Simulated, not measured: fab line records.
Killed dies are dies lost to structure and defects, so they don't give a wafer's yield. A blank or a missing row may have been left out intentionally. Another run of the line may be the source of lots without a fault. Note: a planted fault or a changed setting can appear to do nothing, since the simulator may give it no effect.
Chamber matching -- flow nandHarc -- rieDiel-08 running NHARC_A_CHANNEL_HOLE_D2_DESCUM_15: 4 sister chambers
The step chemistry O2, time 3 s. 15 wafers are shown with their chamber, then 7 later ones without.

== WAFERS PAIRED WITH THEIR CHAMBERS ==
wafer,chamber,throttleValvePct (%),oesProductAu (a.u.),rfVppV (V)
L733.2,3,11.316,1.019,58.8
L733.4,1,11.312,1.025,57.6
L733.5,1,11.313,1.025,58.1
L735.3,2,11.310,1.016,56.5
L735.4,1,11.314,1.018,56.5
L735.6,0,11.302,1.015,57.3
L737.3,2,11.305,0.999,58.1
L737.4,1,11.305,1.007,56.6
L737.5,1,11.303,1.015,57.4
L736.2,1,11.300,1.011,58.7
L736.4,3,11.309,1.005,56.7
L736.6,0,11.305,1.002,57.6
L740.3,3,11.313,1.028,58.3
L740.4,3,11.307,1.016,56.4
L740.5,1,11.317,1.021,55.9

SIGNATURES, as means of the wafers listed above
reading,chamber 0,chamber 1,chamber 2,chamber 3,scatter within a chamber
throttleValvePct,11.30350,11.30914,11.30750,11.31125,0.00533
oesProductAu,1.00850,1.01743,1.00750,1.01700,0.00844
rfVppV,57.450,57.257,57.300,57.550,1.01
Rule: a wafer's distance from a chamber is the root of the sum, over the readings, of the square of ((its reading less the chamber's mean) divided by the reading's scatter). The wafer belongs to the nearest chamber; if the next one is less than 2 further off, it can't be placed. The scatter: the root of (the sum of the squares of (reading less its chamber's mean) over the shown wafers, divided by (wafers less chambers)).

== WAFERS WITH NO CHAMBER GIVEN ==
wafer,throttleValvePct (%),oesProductAu (a.u.),rfVppV (V)
L742.2,11.314,0.989,59.0
L742.5,11.314,0.999,57.4
L742.6,11.301,1.015,57.7
L751.1,11.313,1.019,57.2
L753.2,11.325,0.986,57.1
L753.4,11.311,1.008,58.9
L753.6,11.312,1.010,56.6

== EACH ONE'S CHAMBER ==
wafer,from the rows above,in truth
L742.2,can't be placed: 2 or 0 or 3 or 1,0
L742.5,can't be placed: 2 or 3 or 0 or 1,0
L742.6,can't be placed: 0 or 2 or 1 or 3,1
L751.1,can't be placed: 3 or 1 or 2 or 0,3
L753.2,can't be placed: 2 or 3 or 1 or 0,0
L753.4,can't be placed: 3 or 2 or 1 or 0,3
L753.6,can't be placed: 2 or 1 or 3 or 0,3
Correct placement for 0 of the 7. These rows do not allow placing 7 (true chamber among the candidates in 7). Wrongly placed: 0.
